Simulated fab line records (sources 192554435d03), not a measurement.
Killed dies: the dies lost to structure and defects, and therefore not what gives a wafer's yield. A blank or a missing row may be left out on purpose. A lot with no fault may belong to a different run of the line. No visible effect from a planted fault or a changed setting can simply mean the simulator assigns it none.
The tool behind it: which one? :: flow n5-finfet :: 9 lots, 25 wafers sampled, at 6 steps of a route of 1938

## WHAT THE GAUGES SHOWED, per wafer
N5_SDB_INSPECT_36: inspects for defects (darkfield). Usual: raw-defect-count reads 37 (standard deviation 17).
lot: L234
measured: day 5 15:54
on: defect-inspect-01
raw-defect-count: 17 24 44
flag: 

lot: L235
measured: day 5 17:20
on: defect-inspect-01
raw-defect-count: 18 14 34
flag: 

lot: L236
measured: day 6 00:31
on: defect-inspect-01
raw-defect-count: 52 42 58
flag: 

lot: L239
measured: day 6 19:58
on: defect-inspect-02
raw-defect-count: 39 37 47
flag: 

lot: L240
measured: day 6 22:10
on: defect-inspect-02
raw-defect-count: 41 16 22
flag: 

lot: L247
measured: day 8 15:52
on: defect-inspect-01
raw-defect-count: 54 39
flag: 

lot: L249
measured: day 9 05:03
on: defect-inspect-01
raw-defect-count: 19 23 30
flag: 

lot: L250
measured: day 9 09:04
on: defect-inspect-02
raw-defect-count: 40 54
flag: 

lot: L251
measured: day 9 17:06
on: defect-inspect-01
raw-defect-count: 35 44 53
flag: 

N5_HKMG_FIN_THK_MEAS_70: measures by xrf. Usual: HK_THK 1.621 nm, standard deviation 0.018.
lot: L234
measured: day 5 19:59
on: film-metro-02
HK_THK (nm): 1.655 1.643 1.642
flag: 

lot: L235
measured: day 5 21:31
on: film-metro-02
HK_THK (nm): 1.632 1.631 1.593
flag: 

lot: L236
measured: day 6 04:40
on: film-metro-01
HK_THK (nm): 1.647 1.639 1.622
flag: 

lot: L239
measured: day 7 00:24
on: film-metro-01
HK_THK (nm): 1.597 1.598 1.623
flag: 

lot: L240
measured: day 7 02:24
on: film-metro-01
HK_THK (nm): 1.591 1.608 1.624
flag: 

lot: L247
measured: day 8 19:56
on: film-metro-01
HK_THK (nm): 2.151 1.620
flag: OFF

lot: L249
measured: day 9 09:37
on: film-metro-01
HK_THK (nm): 1.620 1.608 2.151
flag: OFF

lot: L250
measured: day 9 13:11
on: film-metro-01
HK_THK (nm): 2.155 2.147
flag: OFF

lot: L251
measured: day 9 21:23
on: film-metro-02
HK_THK (nm): 1.653 1.640 1.608
flag: 

N5_BEOL_M4_RC_MEAS_101. Usual: DIBL_N 36.5 mV/V, standard deviation 1.4; DIBL_P 36.6 mV/V, standard deviation 1.6; EOT_N 10.51, standard deviation 0.087; EOT_P 10.47, standard deviation 0.087; IGATE_N 0.0126 nA/um, standard deviation 0.0017; IGATE_P 0.0038 nA/um, standard deviation 0.00051; IOFF_N 0.160 nA/um, standard deviation 0.024; IOFF_P 0.217 nA/um, standard deviation 0.029; ION_N 674 uA/um, standard deviation 8.7; ION_P 464 uA/um, standard deviation 6.5; SS_N 71.6 mV/dec, standard deviation 0.47; SS_P 73.4 mV/dec, standard deviation 0.57; VT_N 250.0 mV, standard deviation 2.5; VT_P -250 mV, standard deviation 3.1.
lot: L234
measured: day 9 20:58
on: prober-01
DIBL_N (mV/V): 36.2 35.4 36.4
DIBL_P (mV/V): 36.6 34.5 37.0
EOT_N: 10.41 10.39 10.49
EOT_P: 10.38 10.37 10.24
IGATE_N (nA/um): 0.0156 0.0142 0.0139
IGATE_P (nA/um): 0.0047 0.0044 0.0043
IOFF_N (nA/um): 0.161 0.140 0.168
IOFF_P (nA/um): 0.244 0.202 0.238
ION_N (uA/um): 670 670 679
ION_P (uA/um): 472 462 470
SS_N (mV/dec): 71.7 71.5 71.6
SS_P (mV/dec): 74.0 72.5 73.5
VT_N (mV): 248.0 250.6 248.6
VT_P (mV): -245 -246 -246
flag: 

lot: L235
measured: day 10 00:01
on: prober-01
DIBL_N (mV/V): 38.3 35.9 37.5
DIBL_P (mV/V): 38.1 33.7 36.4
EOT_N: 10.83 10.67 10.67
EOT_P: 10.67 10.73 10.53
IGATE_N (nA/um): 0.0094 0.0100 0.0115
IGATE_P (nA/um): 0.0029 0.0031 0.0035
IOFF_N (nA/um): 0.188 0.130 0.166
IOFF_P (nA/um): 0.269 0.193 0.238
ION_N (uA/um): 683 663 663
ION_P (uA/um): 473 467 462
SS_N (mV/dec): 71.7 71.6 72.2
SS_P (mV/dec): 74.7 72.2 73.8
VT_N (mV): 248.0 253.9 250.4
VT_P (mV): -245 -249 -250
flag: 

lot: L236
measured: day 10 11:13
on: prober-01
DIBL_N (mV/V): 36.3 37.1 36.9
DIBL_P (mV/V): 37.3 37.9 37.7
EOT_N: 10.66 10.48 10.53
EOT_P: 10.57 10.46 10.54
IGATE_N (nA/um): 0.0093 0.0107 0.0111
IGATE_P (nA/um): 0.0028 0.0033 0.0034
IOFF_N (nA/um): 0.169 0.187 0.176
IOFF_P (nA/um): 0.261 0.267 0.256
ION_N (uA/um): 678 673 689
ION_P (uA/um): 474 474 474
SS_N (mV/dec): 71.1 72.0 71.9
SS_P (mV/dec): 74.2 73.4 73.4
VT_N (mV): 248.6 245.1 248.4
VT_P (mV): -245 -243 -244
flag: 

lot: L239
measured: day 11 02:08
on: prober-02
DIBL_N (mV/V): 39.2 40.3 38.9
DIBL_P (mV/V): 39.4 40.9 39.0
EOT_N: 10.38 10.49 10.47
EOT_P: 10.36 10.47 10.55
IGATE_N (nA/um): 0.0154 0.0132 0.0123
IGATE_P (nA/um): 0.0047 0.0040 0.0037
IOFF_N (nA/um): 0.188 0.209 0.170
IOFF_P (nA/um): 0.213 0.247 0.197
ION_N (uA/um): 679 668 674
ION_P (uA/um): 461 456 455
SS_N (mV/dec): 72.3 72.9 72.2
SS_P (mV/dec): 74.0 75.4 74.6
VT_N (mV): 248.0 247.4 250.9
VT_P (mV): -251 -249 -254
flag: 

lot: L240
measured: day 11 04:09
on: prober-01
DIBL_N (mV/V): 35.7 37.9 36.0
DIBL_P (mV/V): 35.4 37.3 35.4
EOT_N: 10.42 10.46 10.43
EOT_P: 10.44 10.50 10.45
IGATE_N (nA/um): 0.0137 0.0137 0.0154
IGATE_P (nA/um): 0.0042 0.0042 0.0047
IOFF_N (nA/um): 0.134 0.174 0.140
IOFF_P (nA/um): 0.212 0.239 0.210
ION_N (uA/um): 666 681 675
ION_P (uA/um): 469 465 468
SS_N (mV/dec): 70.7 72.1 71.0
SS_P (mV/dec): 72.5 73.1 72.9
VT_N (mV): 251.2 249.5 249.9
VT_P (mV): -249 -246 -249
flag: 

lot: L247
measured: day 13 01:26
on: prober-02
DIBL_N (mV/V): 37.8 36.5
DIBL_P (mV/V): 39.4 37.8
EOT_N: 11.50 10.45
EOT_P: 11.51 10.47
IGATE_N (nA/um): 0.0003 0.0138
IGATE_P (nA/um): 0.0001 0.0042
IOFF_N (nA/um): 0.184 0.161
IOFF_P (nA/um): 0.248 0.225
ION_N (uA/um): 657 674
ION_P (uA/um): 456 464
SS_N (mV/dec): 72.2 72.0
SS_P (mV/dec): 73.6 73.4
VT_N (mV): 248.1 252.8
VT_P (mV): -250 -250
flag: OFF

lot: L249
measured: day 12 22:23
on: prober-01
DIBL_N (mV/V): 35.9 34.7 37.9
DIBL_P (mV/V): 35.8 34.1 37.5
EOT_N: 10.58 10.62 11.58
EOT_P: 10.59 10.44 11.58
IGATE_N (nA/um): 0.0117 0.0120 0.0003
IGATE_P (nA/um): 0.0035 0.0036 0.0001
IOFF_N (nA/um): 0.153 0.133 0.172
IOFF_P (nA/um): 0.224 0.208 0.271
ION_N (uA/um): 681 670 646
ION_P (uA/um): 465 466 455
SS_N (mV/dec): 71.5 70.7 71.9
SS_P (mV/dec): 73.0 73.3 73.8
VT_N (mV): 249.2 252.9 248.2
VT_P (mV): -249 -246 -244
flag: OFF

lot: L250
measured: day 13 13:27
on: prober-01
DIBL_N (mV/V): 37.1 40.2
DIBL_P (mV/V): 39.8 42.9
EOT_N: 11.55 11.35
EOT_P: 11.39 11.54
IGATE_N (nA/um): 0.0004 0.0003
IGATE_P (nA/um): 0.0001 0.0001
IOFF_N (nA/um): 0.177 0.246
IOFF_P (nA/um): 0.236 0.289
ION_N (uA/um): 661 670
ION_P (uA/um): 451 449
SS_N (mV/dec): 71.3 73.5
SS_P (mV/dec): 73.9 75.0
VT_N (mV): 249.8 245.9
VT_P (mV): -247 -247
flag: OFF

lot: L251
measured: day 13 16:08
on: prober-02
DIBL_N (mV/V): 37.0 36.4 36.7
DIBL_P (mV/V): 36.3 36.3 36.4
EOT_N: 10.59 10.62 10.53
EOT_P: 10.53 10.49 10.51
IGATE_N (nA/um): 0.0120 0.0118 0.0124
IGATE_P (nA/um): 0.0036 0.0035 0.0038
IOFF_N (nA/um): 0.169 0.166 0.173
IOFF_P (nA/um): 0.218 0.213 0.222
ION_N (uA/um): 677 682 680
ION_P (uA/um): 459 464 464
SS_N (mV/dec): 72.2 71.4 72.0
SS_P (mV/dec): 72.9 74.0 73.8
VT_N (mV): 249.2 247.6 247.2
VT_P (mV): -251 -252 -249
flag: 

## WHAT TOOL EACH LOT RAN ON (gives the tool, then ch and the chambers of the sampled wafers, and finally the start)
lot: L234
N5_SDB_ETCH_17: rie-diel-01 ch 0,1,3, day 5 12:05
N5_SDB_ETCH_25: rie-diel-06 ch 1,2,3, day 5 12:35
N5_HKMG_FIN_HK_ALD_01: ald-hk-02 ch 0,1,3, day 5 16:29

lot: L235
N5_SDB_ETCH_17: rie-diel-02 ch 0,1,2, day 5 12:58
N5_SDB_ETCH_25: rie-diel-06 ch 1,2,3, day 5 13:27
N5_HKMG_FIN_HK_ALD_01: ald-hk-03 ch 0,2,3, day 5 17:56

lot: L236
N5_SDB_ETCH_17: rie-diel-02 ch 1,2, day 5 20:41
N5_SDB_ETCH_25: rie-diel-06 ch 0,2,3, day 5 21:11
N5_HKMG_FIN_HK_ALD_01: ald-hk-01 ch 0,1,3, day 6 01:11

lot: L239
N5_SDB_ETCH_17: rie-diel-02 ch 1,2,3, day 6 14:57
N5_SDB_ETCH_25: rie-diel-02 ch 0,1,2, day 6 15:38
N5_HKMG_FIN_HK_ALD_01: ald-hk-03 ch 0,2,3, day 6 20:34

lot: L240
N5_SDB_ETCH_17: rie-diel-01 ch 1,2,3, day 6 18:20
N5_SDB_ETCH_25: rie-diel-01 ch 0,1, day 6 18:50
N5_HKMG_FIN_HK_ALD_01: ald-hk-03 ch 0,2, day 6 22:44

lot: L247
N5_SDB_ETCH_17: rie-diel-01 ch 1,3, day 8 11:41
N5_SDB_ETCH_25: rie-diel-06 ch 1,3, day 8 12:28
N5_HKMG_FIN_HK_ALD_01: ald-hk-03 ch 2,3, day 8 16:26

lot: L249
N5_SDB_ETCH_17: rie-diel-06 ch 1,2,3, day 9 00:50
N5_SDB_ETCH_25: rie-diel-06 ch 0,2,3, day 9 01:43
N5_HKMG_FIN_HK_ALD_01: ald-hk-03 ch 1,2,3, day 9 05:38

lot: L250
N5_SDB_ETCH_17: rie-diel-02 ch 0, day 9 05:16
N5_SDB_ETCH_25: rie-diel-06 ch 0,3, day 9 05:45
N5_HKMG_FIN_HK_ALD_01: ald-hk-03 ch 0,3, day 9 09:40

lot: L251
N5_SDB_ETCH_17: rie-diel-01 ch 1,2, day 9 13:17
N5_SDB_ETCH_25: rie-diel-01 ch 0,1,3, day 9 13:47
N5_HKMG_FIN_HK_ALD_01: ald-hk-02 ch 1,2,3, day 9 17:41
- N5_SDB_ETCH_17: etches SiARC in CF4, target depth 23.4 nm, time 39 s.
- N5_SDB_ETCH_25: etches SiO2 in C4F6/O2, target depth 10 nm, time 3.3 s.
- N5_HKMG_FIN_HK_ALD_01: deposits HfO2, target thk 1.6 nm, pulse time 3 s, purge time 3 s.

## WHAT THE TOOLS THEMSELVES READ (means of the sampled wafers that have a number; where no wafer has one, the mark that the record gives instead)
N5_SDB_ETCH_17. Usual: drypump-motor-current-A 5.8 A, standard deviation 0.45; etch-rf-on-time-s 38.8 s, standard deviation 0.42; oes-product-au 0.67 a.u., standard deviation 0.061; rf-vpp-V 184.3 V, standard deviation 1.4; showerhead-plenum-p-Torr 2.17 Torr, standard deviation 0.083; throttle-valve-pct 15.62 %, standard deviation 0.23.
lot: L234
tool: rie-diel-01
drypump-motor-current-A (A): 5.8
etch-rf-on-time-s (s): 38.8
oes-product-au (a.u.): 0.70
rf-vpp-V (V): 184.2
showerhead-plenum-p-Torr (Torr): 2.19
throttle-valve-pct (%): 15.57
flag: 

lot: L235
tool: rie-diel-02
drypump-motor-current-A (A): 6.0
etch-rf-on-time-s (s): 38.8
oes-product-au (a.u.): 0.64
rf-vpp-V (V): 184.5
showerhead-plenum-p-Torr (Torr): 2.16
throttle-valve-pct (%): 15.57
flag: 

lot: L236
tool: rie-diel-02
drypump-motor-current-A (A): 6.4
etch-rf-on-time-s (s): 38.4
oes-product-au (a.u.): 0.64
rf-vpp-V (V): 184.8
showerhead-plenum-p-Torr (Torr): 2.22
throttle-valve-pct (%): 15.58
flag: 

lot: L239
tool: rie-diel-02
drypump-motor-current-A (A): 6.2
etch-rf-on-time-s (s): 38.4
oes-product-au (a.u.): 0.65
rf-vpp-V (V): 184.6
showerhead-plenum-p-Torr (Torr): 2.17
throttle-valve-pct (%): 15.52
flag: 

lot: L240
tool: rie-diel-01
drypump-motor-current-A (A): 5.6
etch-rf-on-time-s (s): 38.6
oes-product-au (a.u.): 0.68
rf-vpp-V (V): 185.3
showerhead-plenum-p-Torr (Torr): 2.24
throttle-valve-pct (%): 15.64
flag: 

lot: L247
tool: rie-diel-01
drypump-motor-current-A (A): 5.9
etch-rf-on-time-s (s): 38.8
oes-product-au (a.u.): 0.69
rf-vpp-V (V): 186.0
showerhead-plenum-p-Torr (Torr): 2.25
throttle-valve-pct (%): 15.50
flag: 

lot: L249
tool: rie-diel-06
drypump-motor-current-A (A): 5.6
etch-rf-on-time-s (s): 39.0
oes-product-au (a.u.): 0.68
rf-vpp-V (V): 184.4
showerhead-plenum-p-Torr (Torr): 2.15
throttle-valve-pct (%): 15.75
flag: 

lot: L250
tool: rie-diel-02
drypump-motor-current-A (A): 5.5
etch-rf-on-time-s (s): 38.0
oes-product-au (a.u.): 0.83
rf-vpp-V (V): 186.2
showerhead-plenum-p-Torr (Torr): 2.27
throttle-valve-pct (%): 15.18
flag: 

lot: L251
tool: rie-diel-01
drypump-motor-current-A (A): 5.4
etch-rf-on-time-s (s): 39.1
oes-product-au (a.u.): 0.67
rf-vpp-V (V): 184.6
showerhead-plenum-p-Torr (Torr): 2.24
throttle-valve-pct (%): 15.61
flag: 

N5_SDB_ETCH_25. Usual: C4F6_flow_sccm 10.003 sccm, standard deviation 0.029; drypump-motor-current-A 5.7 A, standard deviation 0.47; oes-product-au 0.80 a.u., standard deviation 0.083; rf-vpp-V 663 V, standard deviation 5.4; showerhead-plenum-p-Torr 2.88 Torr, standard deviation 0.096; throttle-valve-pct 21.21 %, standard deviation 0.23.
lot: L234
tool: rie-diel-06
C4F6_flow_sccm (sccm): 9.970
drypump-motor-current-A (A): 5.6
oes-product-au (a.u.): 0.73
rf-vpp-V (V): 662
showerhead-plenum-p-Torr (Torr): 2.87
throttle-valve-pct (%): 21.41
flag: 

lot: L235
tool: rie-diel-06
C4F6_flow_sccm (sccm): 9.985
drypump-motor-current-A (A): 5.6
oes-product-au (a.u.): 0.74
rf-vpp-V (V): 661
showerhead-plenum-p-Torr (Torr): 2.87
throttle-valve-pct (%): 21.41
flag: 

lot: L236
tool: rie-diel-06
C4F6_flow_sccm (sccm): 10.027
drypump-motor-current-A (A): 5.8
oes-product-au (a.u.): 0.85
rf-vpp-V (V): 664
showerhead-plenum-p-Torr (Torr): 2.87
throttle-valve-pct (%): 21.27
flag: 

lot: L239
tool: rie-diel-02
C4F6_flow_sccm (sccm): 10.007
drypump-motor-current-A (A): 6.0
oes-product-au (a.u.): 0.74
rf-vpp-V (V): 660
showerhead-plenum-p-Torr (Torr): 2.87
throttle-valve-pct (%): 21.13
flag: 

lot: L240
tool: rie-diel-01
C4F6_flow_sccm (sccm): 9.980
drypump-motor-current-A (A): 5.6
oes-product-au (a.u.): 0.83
rf-vpp-V (V): 666
showerhead-plenum-p-Torr (Torr): 2.92
throttle-valve-pct (%): 21.10
flag: 

lot: L247
tool: rie-diel-06
C4F6_flow_sccm (sccm): 9.971
drypump-motor-current-A (A): 5.7
oes-product-au (a.u.): 0.84
rf-vpp-V (V): 660
showerhead-plenum-p-Torr (Torr): 2.83
throttle-valve-pct (%): 21.20
flag: 

lot: L249
tool: rie-diel-06
C4F6_flow_sccm (sccm): 10.038
drypump-motor-current-A (A): 5.8
oes-product-au (a.u.): 0.80
rf-vpp-V (V): 664
showerhead-plenum-p-Torr (Torr): 2.86
throttle-valve-pct (%): 21.31
flag: 

lot: L250
tool: rie-diel-06
C4F6_flow_sccm (sccm): 10.005
drypump-motor-current-A (A): 6.1
oes-product-au (a.u.): 0.83
rf-vpp-V (V): 664
showerhead-plenum-p-Torr (Torr): 2.81
throttle-valve-pct (%): 21.20
flag: 

lot: L251
tool: rie-diel-01
C4F6_flow_sccm (sccm): 9.975
drypump-motor-current-A (A): 5.8
oes-product-au (a.u.): 0.78
rf-vpp-V (V): 666
showerhead-plenum-p-Torr (Torr): 2.90
throttle-valve-pct (%): 21.19
flag: 

N5_HKMG_FIN_HK_ALD_01. Usual: precursor-pulse-height-rel reads 1.000 (standard deviation 0.019).
lot: L234
tool: ald-hk-02
precursor-pulse-height-rel: 1.006
flag: 

lot: L235
tool: ald-hk-03
precursor-pulse-height-rel: 1.014
flag: 

lot: L236
tool: ald-hk-01
precursor-pulse-height-rel: 0.998
flag: 

lot: L239
tool: ald-hk-03
precursor-pulse-height-rel: 1.010
flag: 

lot: L240
tool: ald-hk-03
precursor-pulse-height-rel: 1.024
flag: 

lot: L247
tool: ald-hk-03
precursor-pulse-height-rel: 1.004
flag: 

lot: L249
tool: ald-hk-03
precursor-pulse-height-rel: 0.986
flag: 

lot: L250
tool: ald-hk-03
precursor-pulse-height-rel: 1.012
flag: 

lot: L251
tool: ald-hk-02
precursor-pulse-height-rel: 0.993
flag: 

## THE ANSWER, worked out from the rows above alone
Rule: a lot counts as off when the mean over its wafers that have a number is more than 3 standard deviations away from the usual mean. A lot without any number at a reading at which 4 lots or more have one is off too. All remaining lots with rows at the step are treated as sound. After the gauges, taken in route order, come the tools' own readings; for these a lot's mean is taken, as printed above. At the first step where some lot is off, the reading lying furthest off is the one used; lots without a number count as furthest.
Off: at N5_HKMG_FIN_THK_MEAS_70 (HK_THK), L247, L249, L250.
A tool fits if, at a process step before that reading, it ran every lot that is off, and no sound lot after the first of them. Not tried: the gauges at N5_HKMG_FIN_THK_MEAS_70; whatever is off there is also off at N5_BEOL_M4_RC_MEAS_101, on other tools, and gauge error can't account for it. Can't be told from this: 2 tools fit, rie-diel-06 at N5_SDB_ETCH_25, ald-hk-03 at N5_HKMG_FIN_HK_ALD_01.

## WHAT THE SIMULATOR HAD PUT IN
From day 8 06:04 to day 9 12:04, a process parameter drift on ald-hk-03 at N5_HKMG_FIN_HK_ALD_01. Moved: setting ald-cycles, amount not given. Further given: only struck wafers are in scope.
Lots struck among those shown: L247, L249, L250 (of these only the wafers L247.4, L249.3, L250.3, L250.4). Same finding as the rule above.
